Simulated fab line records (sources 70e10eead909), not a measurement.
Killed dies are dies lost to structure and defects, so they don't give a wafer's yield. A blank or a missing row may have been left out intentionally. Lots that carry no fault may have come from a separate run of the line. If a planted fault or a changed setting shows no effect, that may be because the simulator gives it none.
Which tool is to blame?    flow nand harc    Sampling: 24 lots, 72 wafers, 6 of 1302 route steps

== WHAT EACH GAUGE READ, for each wafer ==
No reading from a measuring or inspecting step in the record can be judged against a usual standard deviation.

== WHICH TOOL RAN EACH LOT (tool, then ch and the chambers of the sampled wafers, then the start) ==
lot   NHARC_A_BLC_DESCUM_15               NHARC_A_BLC_PVD_32                       NHARC_A_M0_PRE_CLEAN_29                  NHARC_A_M0_PVD_21                        NHARC_A_M0_ANNEAL_30              NHARC_A_M1_DESCUM_14
L076  rie diel-08 ch 0,1, day 23 02:27    pvd sputter-01, day 23 08:12 or earlier  pvd sputter-02, day 23 08:12 or earlier  pvd sputter-02, day 23 08:12 or earlier  rtp anneal-02 ch 0, day 23 08:12  rie diel-01 ch 0,1,2, day 23 10:34
L074  rie diel-08 ch 2,3, day 23 04:07    pvd sputter-01, day 23 05:59             pvd sputter-02, day 23 09:56 or earlier  pvd sputter-02, day 23 09:56 or earlier  rtp anneal-02 ch 0, day 23 09:56  rie diel-01 ch 0,1,3, day 23 12:26
L075  rie diel-09 ch 0,2,3, day 23 11:20  pvd sputter-03, day 23 17:14 or earlier  pvd sputter-03, day 23 17:14 or earlier  pvd sputter-03, day 23 17:14 or earlier  rtp anneal-01 ch 0, day 23 17:14  rie diel-12 ch 0,3, day 23 19:35
L077  rie diel-09 ch 0,1,3, day 24 04:34  pvd sputter-02, day 24 10:17 or earlier  pvd sputter-01, day 24 10:17 or earlier  pvd sputter-01, day 24 10:17 or earlier  rtp anneal-01 ch 0, day 24 10:17  rie diel-10 ch 0,1,2, day 24 12:39
L078  rie diel-09 ch 2,3, day 24 06:26    pvd sputter-03, day 24 12:28 or earlier  pvd sputter-02, day 24 12:28 or earlier  pvd sputter-02, day 24 12:28 or earlier  rtp anneal-02 ch 0, day 24 12:28  rie diel-12 ch 0,2, day 24 14:46
L079  rie diel-06 ch 0,1,2, day 24 10:31  pvd sputter-01, day 24 16:07 or earlier  pvd sputter-03, day 24 16:07 or earlier  pvd sputter-03, day 24 16:07 or earlier  rtp anneal-02 ch 0, day 24 16:07  rie diel-10 ch 0,1,3, day 24 18:45
L082  rie diel-08 ch 1,3, day 25 00:16    pvd sputter-03, day 25 06:19 or earlier  pvd sputter-01, day 25 06:19 or earlier  pvd sputter-01, day 25 06:19 or earlier  rtp anneal-02 ch 0, day 25 06:19  rie diel-12 ch 2,3, day 25 08:46
L080  rie diel-08 ch 2,3, day 25 03:25    pvd sputter-02, day 25 09:25 or earlier  pvd sputter-03, day 25 09:25 or earlier  pvd sputter-03, day 25 09:25 or earlier  rtp anneal-01 ch 0, day 25 09:25  rie diel-10 ch 0,2, day 25 11:53
L081  rie diel-09 ch 0,2, day 25 04:59    pvd sputter-02, day 25 10:42 or earlier  pvd sputter-03, day 25 10:42 or earlier  pvd sputter-03, day 25 10:42 or earlier  rtp anneal-02 ch 0, day 25 10:42  rie diel-10 ch 1,3, day 25 12:58
L083  rie diel-08 ch 2,3, day 26 13:47    pvd sputter-02, day 26 19:28 or earlier  pvd sputter-02, day 26 19:28 or earlier  pvd sputter-02, day 26 19:28 or earlier  rtp anneal-01 ch 0, day 26 19:28  rie diel-10 ch 0,1,2, day 26 21:59
L084  rie diel-08 ch 0,1, day 27 01:29    pvd sputter-02, day 27 07:02 or earlier  pvd sputter-03, day 27 07:02 or earlier  pvd sputter-03, day 27 07:02 or earlier  rtp anneal-01 ch 0, day 27 07:02  rie diel-10 ch 1,2, day 27 09:19
L086  rie diel-09 ch 0,1,3, day 27 11:55  pvd sputter-02, day 27 17:33 or earlier  pvd sputter-01, day 27 17:33 or earlier  pvd sputter-01, day 27 17:33 or earlier  rtp anneal-01 ch 0, day 27 17:33  rie diel-01 ch 0,1,2, day 27 19:49
L085  rie diel-06 ch 1,2,3, day 27 15:02  pvd sputter-03, day 27 20:36 or earlier  pvd sputter-01, day 27 20:36 or earlier  pvd sputter-01, day 27 20:36 or earlier  rtp anneal-01 ch 0, day 27 20:36  rie diel-10 ch 1,2,3, day 27 22:59
L087  rie diel-08 ch 0,1,3, day 28 10:41  pvd sputter-01, day 28 16:20 or earlier  pvd sputter-02, day 28 16:20 or earlier  pvd sputter-02, day 28 16:20 or earlier  rtp anneal-01 ch 0, day 28 16:20  rie diel-12 ch 0,1,3, day 28 18:46
L089  rie diel-08 ch 2,3, day 28 18:08    pvd sputter-01, day 29 00:02 or earlier  pvd sputter-01, day 29 00:02 or earlier  pvd sputter-01, day 29 00:02 or earlier  rtp anneal-02 ch 0, day 29 00:02  rie diel-12 ch 2,3, day 29 02:17
L088  rie diel-08 ch 1,2,3, day 29 01:40  pvd sputter-03, day 29 07:28 or earlier  pvd sputter-02, day 29 07:28 or earlier  pvd sputter-02, day 29 07:28 or earlier  rtp anneal-02 ch 0, day 29 07:28  rie diel-12 ch 0,2,3, day 29 09:53
L090  rie diel-09 ch 2,3, day 30 07:32    pvd sputter-02, day 30 13:23 or earlier  pvd sputter-01, day 30 13:23 or earlier  pvd sputter-01, day 30 13:23 or earlier  rtp anneal-02 ch 0, day 30 13:23  rie diel-01 ch 0,2,3, day 30 15:37
L091  rie diel-06 ch 1,2,3, day 30 17:35  pvd sputter-03, day 30 23:25 or earlier  pvd sputter-02, day 30 23:25 or earlier  pvd sputter-02, day 30 23:25 or earlier  rtp anneal-02 ch 0, day 30 23:25  rie diel-01 ch 0,1,2, day 31 01:41
L092  rie diel-06 ch 1,2,3, day 30 19:14  pvd sputter-02, day 31 01:07 or earlier  pvd sputter-01, day 31 01:07 or earlier  pvd sputter-01, day 31 01:07 or earlier  rtp anneal-02 ch 0, day 31 01:07  rie diel-01 ch 1,2, day 31 03:14
L093  rie diel-09 ch 1,3, day 30 23:56    pvd sputter-03, day 31 06:22 or earlier  pvd sputter-01, day 31 06:22 or earlier  pvd sputter-01, day 31 06:22 or earlier  rtp anneal-02 ch 0, day 31 06:22  rie diel-12 ch 1,3, day 31 08:41
L094  rie diel-09 ch 0,1,3, day 31 03:56  pvd sputter-02, day 31 09:37 or earlier  pvd sputter-01, day 31 09:37 or earlier  pvd sputter-01, day 31 09:37 or earlier  rtp anneal-01 ch 0, day 31 09:37  rie diel-12 ch 2,3, day 31 12:02
L095  rie diel-09 ch 0,3, day 31 09:11    pvd sputter-03, day 31 15:37 or earlier  pvd sputter-01, day 31 15:37 or earlier  pvd sputter-01, day 31 15:37 or earlier  rtp anneal-01 ch 0, day 31 15:37  rie diel-12 ch 1,2, day 31 17:58
L096  rie diel-09 ch 0,2,3, day 31 10:04  pvd sputter-02, day 31 15:52 or earlier  pvd sputter-03, day 31 15:52 or earlier  pvd sputter-03, day 31 15:52 or earlier  rtp anneal-02 ch 0, day 31 15:52  rie diel-12 ch 1,2,3, day 31 18:13
L097  rie diel-09 ch 0,3, day 31 23:17    pvd sputter-03, day 32 04:50 or earlier  pvd sputter-03, day 32 04:50 or earlier  pvd sputter-03, day 32 04:50 or earlier  rtp anneal-01 ch 0, day 32 04:50  rie diel-10 ch 0,1,3, day 32 07:26
- NHARC_A_BLC_DESCUM_15: chemistry O2, time 3 s.
- NHARC_A_BLC_PVD_32: deposits Ti, target thk 5 nm, time 17.7 s.
- NHARC_A_M0_PRE_CLEAN_29: time 30 s.
- NHARC_A_M0_PVD_21: deposits Cu, target thk 30 nm, time 20.49 s.
- NHARC_A_M0_ANNEAL_30: time 90 s.
- NHARC_A_M1_DESCUM_14: chemistry O2, time 3 s.

== WHAT THE TOOLS THEMSELVES READ (means of the sampled wafers that have a number; where no wafer has one, the mark that the record gives instead) ==
NHARC_A_BLC_DESCUM_15. Usual: drypump motor current A 5.7 A, standard deviation 0.44; oes product au 0.996 a.u., standard deviation 0.012; rf vpp V 57.8 V, standard deviation 0.87; showerhead plenum p Torr 1.89 Torr, standard deviation 0.08; throttle valve pct 11.310 %, standard deviation 0.0095.
lot   tool         drypump motor current A (A)  oes product au (a.u.)  rf vpp V (V)  showerhead plenum p Torr (Torr)  throttle valve pct (%)  flag
L076  rie diel-08  5.1                          0.991                  57.2          1.88                             11.312                  
L074  rie diel-08  5.8                          0.983                  58.0          1.94                             11.313                  
L075  rie diel-09  6.0                          1.000                  58.0          1.91                             11.309                  
L077  rie diel-09  5.9                          1.012                  58.0          1.89                             11.312                  
L078  rie diel-09  5.9                          0.992                  57.9          1.97                             11.306                  
L079  rie diel-06  5.2                          0.990                  57.5          1.91                             11.309                  
L082  rie diel-08  5.5                          0.984                  57.5          1.87                             11.316                  
L080  rie diel-08  6.0                          0.999                  58.0          1.98                             11.310                  
L081  rie diel-09  5.9                          0.999                  58.0          1.86                             11.315                  
L083  rie diel-08  5.8                          0.989                  57.3          1.94                             11.314                  
L084  rie diel-08  5.1                          0.995                  58.1          1.87                             11.310                  
L086  rie diel-09  5.9                          1.000                  58.4          1.88                             11.307                  
L085  rie diel-06  5.5                          1.012                  58.1          1.87                             11.310                  
L087  rie diel-08  5.3                          0.993                  57.7          1.87                             11.318                  
L089  rie diel-08  5.8                          0.990                  58.4          1.93                             11.312                  
L088  rie diel-08  5.7                          0.992                  57.6          1.91                             11.318                  
L090  rie diel-09  5.9                          0.999                  57.7          1.96                             11.302                  
L091  rie diel-06  5.5                          0.994                  57.4          1.86                             11.306                  
L092  rie diel-06  5.5                          0.995                  58.4          1.86                             11.313                  
L093  rie diel-09  5.5                          0.999                  57.4          1.85                             11.304                  
L094  rie diel-09  5.9                          1.001                  57.0          1.88                             11.302                  
L095  rie diel-09  6.1                          1.004                  57.5          1.96                             11.311                  
L096  rie diel-09  6.0                          0.996                  57.6          1.91                             11.310                  
L097  rie diel-09  6.3                          1.003                  57.9          1.90                             11.311                  

NHARC_A_BLC_PVD_32. Usual: throttle valve pct at 29.6 %, with a standard deviation of 1.1.
lot   tool            throttle valve pct (%)  flag
L076  pvd sputter-01  30.5                    
L074  pvd sputter-01  30.4                    
L075  pvd sputter-03  29.6                    
L077  pvd sputter-02  28.6                    
L078  pvd sputter-03  29.5                    
L079  pvd sputter-01  31.0                    
L082  pvd sputter-03  30.2                    
L080  pvd sputter-02  29.1                    
L081  pvd sputter-02  29.2                    
L083  pvd sputter-02  28.6                    
L084  pvd sputter-02  28.1                    
L086  pvd sputter-02  29.2                    
L085  pvd sputter-03  29.2                    
L087  pvd sputter-01  30.5                    
L089  pvd sputter-01  30.6                    
L088  pvd sputter-03  29.6                    
L090  pvd sputter-02  29.6                    
L091  pvd sputter-03  29.9                    
L092  pvd sputter-02  29.3                    
L093  pvd sputter-03  30.0                    
L094  pvd sputter-02  28.7                    
L095  pvd sputter-03  30.3                    
L096  pvd sputter-02  28.8                    
L097  pvd sputter-03  30.0                    

NHARC_A_M0_PRE_CLEAN_29. Usual: heater power w at 413 W, with a standard deviation of 47.
lot   tool            heater power w (W)  flag
L076  pvd sputter-02  454                 
L074  pvd sputter-02  428                 
L075  pvd sputter-03  419                 
L077  pvd sputter-01  412                 
L078  pvd sputter-02  449                 
L079  pvd sputter-03  387                 
L082  pvd sputter-01  434                 
L080  pvd sputter-03  413                 
L081  pvd sputter-03  409                 
L083  pvd sputter-02  429                 
L084  pvd sputter-03  421                 
L086  pvd sputter-01  368                 
L085  pvd sputter-01  392                 
L087  pvd sputter-02  443                 
L089  pvd sputter-01  382                 
L088  pvd sputter-02  465                 
L090  pvd sputter-01  401                 
L091  pvd sputter-02  450                 
L092  pvd sputter-01  355                 
L093  pvd sputter-01  365                 
L094  pvd sputter-01  366                 
L095  pvd sputter-01  413                 
L096  pvd sputter-03  421                 
L097  pvd sputter-03  425                 

NHARC_A_M0_PVD_21. Usual: throttle valve pct at 30.0 %, with a standard deviation of 1.2.
lot   tool            throttle valve pct (%)  flag
L076  pvd sputter-02  29.2                    
L074  pvd sputter-02  28.7                    
L075  pvd sputter-03  29.7                    
L077  pvd sputter-01  30.7                    
L078  pvd sputter-02  29.2                    
L079  pvd sputter-03  29.6                    
L082  pvd sputter-01  31.0                    
L080  pvd sputter-03  29.2                    
L081  pvd sputter-03  29.4                    
L083  pvd sputter-02  29.0                    
L084  pvd sputter-03  29.8                    
L086  pvd sputter-01  31.4                    
L085  pvd sputter-01  31.0                    
L087  pvd sputter-02  29.2                    
L089  pvd sputter-01  31.8                    
L088  pvd sputter-02  28.7                    
L090  pvd sputter-01  30.8                    
L091  pvd sputter-02  28.5                    
L092  pvd sputter-01  30.8                    
L093  pvd sputter-01  31.1                    
L094  pvd sputter-01  31.3                    
L095  pvd sputter-01  30.8                    
L096  pvd sputter-03  30.4                    
L097  pvd sputter-03  30.1                    

NHARC_A_M0_ANNEAL_30. Usual: anneal temp c max 225.9, standard deviation 0.44; wafer_temp_C_max 226.3, standard deviation 0.32.
lot   tool           anneal temp c max  wafer_temp_C_max  flag
L076  rtp anneal-02  225.6              226.4             
L074  rtp anneal-02  225.6              226.6             
L075  rtp anneal-01  226.1              225.9             
L077  rtp anneal-01  226.6              225.8             
L078  rtp anneal-02  225.7              226.5             
L079  rtp anneal-02  225.4              226.1             
L082  rtp anneal-02  225.6              226.5             
L080  rtp anneal-01  226.4              226.3             
L081  rtp anneal-02  225.4              226.3             
L083  rtp anneal-01  226.4              225.6             
L084  rtp anneal-01  226.0              226.1             
L086  rtp anneal-01  226.1              226.4             
L085  rtp anneal-01  226.3              226.1             
L087  rtp anneal-01  226.2              226.2             
L089  rtp anneal-02  225.7              226.6             
L088  rtp anneal-02  225.6              226.2             
L090  rtp anneal-02  225.5              226.4             
L091  rtp anneal-02  225.5              226.2             
L092  rtp anneal-02  225.7              226.6             
L093  rtp anneal-02  225.7              226.1             
L094  rtp anneal-01  226.5              226.4             
L095  rtp anneal-01  226.7              226.2             
L096  rtp anneal-02  225.3              226.6             
L097  rtp anneal-01  226.4              226.1             

NHARC_A_M1_DESCUM_14. Usual: drypump motor current A 5.6 A, standard deviation 0.31; oes product au 0.996 a.u., standard deviation 0.013; rf vpp V 57.9 V, standard deviation 1; showerhead plenum p Torr 1.95 Torr, standard deviation 0.088; throttle valve pct 11.311 %, standard deviation 0.0082.
lot   tool         drypump motor current A (A)  oes product au (a.u.)  rf vpp V (V)  showerhead plenum p Torr (Torr)  throttle valve pct (%)  flag
L076  rie diel-01  5.7                          1.010                  57.5          1.87                             11.313                  
L074  rie diel-01  5.8                          1.008                  58.2          1.93                             11.317                  
L075  rie diel-12  6.0                          0.988                  57.8          2.02                             11.310                  
L077  rie diel-10  5.7                          0.993                  56.4          1.94                             11.316                  
L078  rie diel-12  5.8                          0.998                  58.7          2.02                             11.314                  
L079  rie diel-10  5.6                          0.990                  59.0          1.99                             11.303                  
L082  rie diel-12  5.5                          0.992                  59.0          2.04                             11.313                  
L080  rie diel-10  5.7                          0.995                  58.0          1.95                             11.313                  
L081  rie diel-10  5.5                          0.990                  58.6          1.93                             11.314                  
L083  rie diel-10  5.7                          0.994                  58.5          1.93                             11.307                  
L084  rie diel-10  5.6                          0.999                  57.1          1.88                             11.309                  
L086  rie diel-01  5.8                          1.020                  57.7          1.87                             11.315                  
L085  rie diel-10  5.6                          0.991                  58.2          1.94                             11.306                  
L087  rie diel-12  5.8                          0.994                  57.0          1.96                             11.312                  
L089  rie diel-12  5.5                          0.987                  58.7          2.04                             11.310                  
L088  rie diel-12  5.7                          0.988                  58.0          2.03                             11.308                  
L090  rie diel-01  5.5                          1.010                  58.2          1.93                             11.310                  
L091  rie diel-01  5.8                          1.012                  57.7          1.87                             11.310                  
L092  rie diel-01  5.6                          1.011                  57.3          1.84                             11.317                  
L093  rie diel-12  5.6                          0.988                  57.6          1.89                             11.303                  
L094  rie diel-12  5.3                          0.985                  58.2          2.04                             11.309                  
L095  rie diel-12  5.4                          0.992                  56.5          1.89                             11.306                  
L096  rie diel-12  5.5                          0.992                  58.7          1.96                             11.307                  
L097  rie diel-10  5.6                          0.991                  58.3          1.98                             11.312                  

== THE ANSWER, worked out from the rows above alone ==
Rule: a lot is off if the mean of its wafers that have a number lies more than 3 standard deviations from the usual mean. Also off: a lot with no number at a reading for which 4 or more lots have one. All remaining lots with rows at the step are treated as sound. Order of review: gauges by route order, followed by the tools' own readings, for which a lot's mean as printed above is used. The first step at which some lot is off is used, and at that step the reading that is off furthest; a lot without a number counts as furthest.
No lot is off at any reading shown: from this, nothing can be told.

== WHAT THE SIMULATOR HAD INSERTED ==
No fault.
